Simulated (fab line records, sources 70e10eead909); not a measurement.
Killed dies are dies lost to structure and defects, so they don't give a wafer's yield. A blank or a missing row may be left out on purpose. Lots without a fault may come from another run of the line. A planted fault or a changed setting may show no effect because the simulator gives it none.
Which tool did it? | flow nand_harc | 24 lots, 72 wafers sampled, at 4 steps of a route of 1159

WHAT THE GAUGES READ, wafer by wafer
NHARC_P_CONTACT_OVL_MEAS_13. Usual: overlay_x_nm 0.0 nm, standard deviation 0.81; overlay_y_nm 0.1 nm, standard deviation 0.91.
lot  | measured     | on         | overlay_x_nm (nm) | overlay_y_nm (nm) | flag
L074 | day 5 10:52  | overlay-02 | 1.2 1.3 1.0       | -0.1 0.1 0.1      |
L075 | day 5 17:49  | overlay-02 | -1.7 -1.2 -1.6    | -1.2 -1.6 -1.3    |
L076 | day 6 00:54  | overlay-01 | 1.1 1.3 1.7       | -2.0 -0.9 -0.9    |
L077 | day 6 05:03  | overlay-02 | 0.6 0.6 0.9       | 0.5 0.1 0.3       |
L078 | day 6 11:25  | overlay-01 | -0.8 -0.9 -1.5    | 0.0 0.4 0.1       |
L079 | day 6 20:22  | overlay-02 | 0.6 0.7 0.6       | 0.0 0.2 0.8       |
L080 | day 7 05:06  | overlay-01 | -0.9 -0.8 -0.9    | 0.2 -0.2 0.1      |
L081 | day 7 12:08  | overlay-02 | -0.2 0.0 -0.1     | -1.7 -1.5 -1.5    |
L082 | day 7 11:16  | overlay-02 | -0.4 -0.3 -0.8    | -0.1 -0.3 -0.4    |
L083 | day 7 14:47  | overlay-02 | 1.1 0.6 0.8       | 0.1 0.6 0.2       |
L084 | day 8 04:28  | overlay-02 | -0.4 -0.9 -0.4    | 0.8 1.1 0.7       |
L085 | day 8 03:40  | overlay-01 | 0.9 1.0 0.4       | -1.3 -1.4 -1.0    |
L086 | day 8 18:01  | overlay-01 | -0.1 -0.4 0.1     | -0.3 0.4 -0.2     |
L087 | day 8 17:21  | overlay-02 | 0.2 1.0 0.6       | 0.9 0.8 1.7       |
L088 | day 9 00:32  | overlay-02 | 0.7 0.1 0.2       | -0.1 -0.6 -0.7    |
L089 | day 9 09:19  | overlay-02 | -0.1 -0.6 -0.5    | 1.1 0.6 0.3       |
L090 | day 9 07:17  | overlay-01 | 0.7 0.3 0.5       | -1.3 -0.8 -0.8    |
L091 | day 9 21:52  | overlay-02 | 0.1 0.1 -0.2      | -1.1 -0.9 -0.8    |
L092 | day 9 20:11  | overlay-01 | -0.3 -0.7 0.0     | 0.1 0.4 0.3       |
L093 | day 10 05:53 | overlay-01 | -0.4 -0.4 0.0     | 1.4 1.3 1.5       |
L094 | day 10 12:49 | overlay-01 | 0.3 0.1 -0.3      | 2.1 2.4 1.8       |
L095 | day 10 22:17 | overlay-02 | -0.3 -0.4 -0.4    | 0.3 0.3 -0.3      |
L096 | day 11 03:33 | overlay-02 | 0.9 0.6 0.8       | 0.7 0.3 0.6       |
L097 | day 11 03:56 | overlay-01 | -1.5 -1.8 -1.2    | 0.6 0.9 0.8       |

NHARC_P_M0_INSPECT_27. Usual: raw_defect_count 248, standard deviation 81.
lot  | measured     | on                | raw_defect_count | flag
L074 | day 5 18:13  | defect_inspect-02 | 173 262 352      |
L075 | day 6 06:26  | defect_inspect-02 | 570 200 219      |
L076 | day 6 13:13  | defect_inspect-02 | 185 133 195      |
L077 | day 6 18:58  | defect_inspect-02 | 276 249 145      |
L078 | day 6 22:17  | defect_inspect-01 | 237 175 197      |
L079 | day 7 03:13  | defect_inspect-01 | 262 253 176      |
L080 | day 7 12:23  | defect_inspect-02 | 180 178 226      |
L081 | day 7 23:00  | defect_inspect-01 | 261 232 203      |
L082 | day 7 22:26  | defect_inspect-02 | 321 171 153      |
L083 | day 7 23:44  | defect_inspect-01 | 317 264 259      |
L084 | day 8 11:13  | defect_inspect-02 | 303 171 405      |
L085 | day 8 10:20  | defect_inspect-01 | 304 426 308      |
L086 | day 9 01:01  | defect_inspect-01 | 205 227 309      |
L087 | day 9 00:40  | defect_inspect-01 | 316 356 366      |
L088 | day 9 07:25  | defect_inspect-02 | 180 264 261      |
L089 | day 10 03:55 | defect_inspect-01 | 181 105 144      |
L090 | day 9 14:18  | defect_inspect-01 | 160 175 190      |
L091 | day 10 07:14 | defect_inspect-01 | 250 204 410      |
L092 | day 10 05:13 | defect_inspect-01 | 114 176 203      |
L093 | day 10 16:01 | defect_inspect-01 | 199 256 204      |
L094 | day 10 19:35 | defect_inspect-02 | 217 394 399      |
L095 | day 11 04:56 | defect_inspect-01 | 145 304 173      |
L096 | day 11 10:13 | defect_inspect-01 | 172 307 339      |
L097 | day 11 11:08 | defect_inspect-01 | 243 171 182      |

WHICH TOOL RAN EACH LOT (tool, then ch and the chambers of the sampled wafers, then the start)
lot  | NHARC_P_ZERO_WELL_RTA_42        | NHARC_P_CONTACT_ETCH_35
L074 | rtp_anneal-01 ch 0, day 1 18:53 | rie_diel-04 ch 0,1,3, day 5 11:04
L075 | rtp_anneal-02 ch 0, day 2 01:02 | rie_diel-01 ch 0,3, day 5 18:00
L076 | rtp_anneal-02 ch 0, day 2 07:07 | rie_diel-04 ch 1,2, day 6 01:05
L077 | rtp_anneal-01 ch 0, day 2 13:07 | rie_diel-05 ch 0,1,3, day 6 05:16
L078 | rtp_anneal-02 ch 0, day 2 18:59 | rie_diel-04 ch 0,3, day 6 11:37
L079 | rtp_anneal-01 ch 0, day 3 01:02 | rie_diel-04 ch 1,2,3, day 6 20:34
L080 | rtp_anneal-02 ch 0, day 3 06:45 | rie_diel-04 ch 0,2,3, day 7 05:17
L081 | rtp_anneal-01 ch 0, day 3 16:29 | rie_diel-05 ch 0,2,3, day 7 12:20
L082 | rtp_anneal-01 ch 0, day 3 18:59 | rie_diel-01 ch 1,2,3, day 7 11:26
L083 | rtp_anneal-01 ch 0, day 4 01:10 | rie_diel-01 ch 1,2,3, day 7 14:58
L084 | rtp_anneal-02 ch 0, day 4 06:44 | rie_diel-01 ch 1,2,3, day 8 04:39
L085 | rtp_anneal-02 ch 0, day 4 12:53 | rie_diel-04 ch 1,2,3, day 8 03:51
L086 | rtp_anneal-02 ch 0, day 4 19:05 | rie_diel-01 ch 2,3, day 8 18:18
L087 | rtp_anneal-01 ch 0, day 5 00:53 | rie_diel-04 ch 1,2,3, day 8 17:33
L088 | rtp_anneal-01 ch 0, day 5 07:14 | rie_diel-01 ch 1,2,3, day 9 00:44
L089 | rtp_anneal-02 ch 0, day 5 12:46 | rie_diel-04 ch 2,3, day 9 09:30
L090 | rtp_anneal-01 ch 0, day 5 19:02 | rie_diel-04 ch 0,1,2, day 9 07:29
L091 | rtp_anneal-02 ch 0, day 6 01:10 | rie_diel-04 ch 0,1,2, day 9 22:04
L092 | rtp_anneal-01 ch 0, day 6 07:07 | rie_diel-04 ch 0,2,3, day 9 20:23
L093 | rtp_anneal-01 ch 0, day 6 12:58 | rie_diel-04 ch 0,1,2, day 10 06:04
L094 | rtp_anneal-02 ch 0, day 6 19:01 | rie_diel-04 ch 0,1,2, day 10 12:59
L095 | rtp_anneal-01 ch 0, day 7 00:54 | rie_diel-01 ch 1,2,3, day 10 22:29
L096 | rtp_anneal-02 ch 0, day 7 07:24 | rie_diel-04 ch 0,2,3, day 11 03:45
L097 | rtp_anneal-02 ch 0, day 7 13:08 | rie_diel-01 ch 0,1,3, day 11 04:10
- NHARC_P_ZERO_WELL_RTA_42: time 300 s.
- NHARC_P_CONTACT_ETCH_35: etches the open film in CF4, target depth 39 nm, time 65 s.

WHAT THE TOOLS THEMSELVES READ (means of the sampled wafers that have a number; where no wafer has one, the mark that the record gives instead)
NHARC_P_ZERO_WELL_RTA_42. Usual: anneal_temp_c_max 1105.5, standard deviation 2.6; lamp_power_pct 40.1 %, standard deviation 1.1; wafer_temp_C_max 1104.4, standard deviation 1.7.
lot  | tool          | anneal_temp_c_max | lamp_power_pct (%) | wafer_temp_C_max | flag
L074 | rtp_anneal-01 | 1107.7            | 41.2               | 1105.8           |
L075 | rtp_anneal-02 | 1102.7            | 38.9               | 1103.8           |
L076 | rtp_anneal-02 | 1103.3            | 39.0               | 1103.1           |
L077 | rtp_anneal-01 | 1109.8            | 41.0               | 1105.7           |
L078 | rtp_anneal-02 | 1103.2            | 39.1               | 1103.3           |
L079 | rtp_anneal-01 | 1109.2            | 41.2               | 1105.6           |
L080 | rtp_anneal-02 | 1103.5            | 39.1               | 1103.0           |
L081 | rtp_anneal-01 | 1108.1            | 41.2               | 1105.4           |
L082 | rtp_anneal-01 | 1107.2            | 41.2               | 1106.7           |
L083 | rtp_anneal-01 | 1107.7            | 41.2               | 1105.7           |
L084 | rtp_anneal-02 | 1103.7            | 39.0               | 1102.9           |
L085 | rtp_anneal-02 | 1103.5            | 39.1               | 1102.5           |
L086 | rtp_anneal-02 | 1102.7            | 39.1               | 1102.9           |
L087 | rtp_anneal-01 | 1107.7            | 41.2               | 1105.1           |
L088 | rtp_anneal-01 | 1108.7            | 41.2               | 1105.8           |
L089 | rtp_anneal-02 | 1102.6            | 39.1               | 1103.0           |
L090 | rtp_anneal-01 | 1107.1            | 41.2               | 1106.3           |
L091 | rtp_anneal-02 | 1102.3            | 39.0               | 1103.0           |
L092 | rtp_anneal-01 | 1108.7            | 41.2               | 1105.8           |
L093 | rtp_anneal-01 | 1108.6            | 41.2               | 1104.6           |
L094 | rtp_anneal-02 | 1103.2            | 39.1               | 1102.5           |
L095 | rtp_anneal-01 | 1108.0            | 41.1               | 1106.5           |
L096 | rtp_anneal-02 | 1103.0            | 39.0               | 1102.8           |
L097 | rtp_anneal-02 | 1104.2            | 39.1               | 1103.3           |

NHARC_P_CONTACT_ETCH_35. Usual: drypump_motor_current_A 5.6 A, standard deviation 0.38; oes_product_au 0.994 a.u., standard deviation 0.01; rf_vpp_V 151.7 V, standard deviation 1.1; showerhead_plenum_p_Torr 1.80 Torr, standard deviation 0.052; throttle_valve_pct 13.283 %, standard deviation 0.01.
lot  | tool        | drypump_motor_current_A (A) | oes_product_au (a.u.) | rf_vpp_V (V) | showerhead_plenum_p_Torr (Torr) | throttle_valve_pct (%) | flag
L074 | rie_diel-04 | 5.9                         | 1.003                 | 152.7        | 1.83                            | 13.282                 |
L075 | rie_diel-01 | 5.2                         | 0.989                 | 152.4        | 1.79                            | 13.282                 |
L076 | rie_diel-04 | 5.6                         | 0.985                 | 151.7        | 1.80                            | 13.280                 |
L077 | rie_diel-05 | 5.9                         | 0.987                 | 151.2        | 1.77                            | 13.277                 |
L078 | rie_diel-04 | 5.9                         | 1.003                 | 151.6        | 1.83                            | 13.281                 |
L079 | rie_diel-04 | 5.6                         | 0.987                 | 151.7        | 1.80                            | 13.291                 |
L080 | rie_diel-04 | 5.8                         | 0.997                 | 152.2        | 1.83                            | 13.277                 |
L081 | rie_diel-05 | 5.8                         | 0.989                 | 150.9        | 1.72                            | 13.280                 |
L082 | rie_diel-01 | 5.3                         | 0.995                 | 151.5        | 1.76                            | 13.287                 |
L083 | rie_diel-01 | 5.3                         | 0.992                 | 150.9        | 1.76                            | 13.286                 |
L084 | rie_diel-01 | 5.3                         | 1.000                 | 151.0        | 1.76                            | 13.286                 |
L085 | rie_diel-04 | 5.6                         | 0.991                 | 152.0        | 1.80                            | 13.273                 |
L086 | rie_diel-01 | 5.2                         | 0.999                 | 150.7        | 1.74                            | 13.274                 |
L087 | rie_diel-04 | 5.6                         | 0.997                 | 152.0        | 1.80                            | 13.270                 |
L088 | rie_diel-01 | 5.3                         | 0.995                 | 151.0        | 1.76                            | 13.290                 |
L089 | rie_diel-04 | 5.5                         | 1.007                 | 151.0        | 1.80                            | 13.286                 |
L090 | rie_diel-04 | 5.7                         | 1.001                 | 152.0        | 1.83                            | 13.287                 |
L091 | rie_diel-04 | 5.8                         | 0.994                 | 152.3        | 1.83                            | 13.284                 |
L092 | rie_diel-04 | 5.8                         | 0.994                 | 151.8        | 1.83                            | 13.283                 |
L093 | rie_diel-04 | 5.7                         | 0.996                 | 151.0        | 1.83                            | 13.281                 |
L094 | rie_diel-04 | 5.8                         | 0.997                 | 151.4        | 1.83                            | 13.284                 |
L095 | rie_diel-01 | 5.3                         | 0.998                 | 151.1        | 1.76                            | 13.275                 |
L096 | rie_diel-04 | 5.8                         | 0.994                 | 151.8        | 1.83                            | 13.288                 |
L097 | rie_diel-01 | 5.3                         | 0.983                 | 152.0        | 1.78                            | 13.282                 |

THE ANSWER, worked out from the rows above alone
Rule: a lot is off if the mean of its wafers that have a number lies more than 3 standard deviations from the usual mean. A lot without any number at a reading at which 4 lots or more have one is off too. The other lots that the step has rows for count as sound. The gauges are gone through in route order, then the tools' own readings, and for those a lot's mean is taken as printed above. The first step at which some lot is off is used, and at that step the reading that is off furthest; a lot without a number counts as furthest.
No lot is off at any reading shown: from this, nothing can be told.

WHAT THE SIMULATOR HAD PUT IN
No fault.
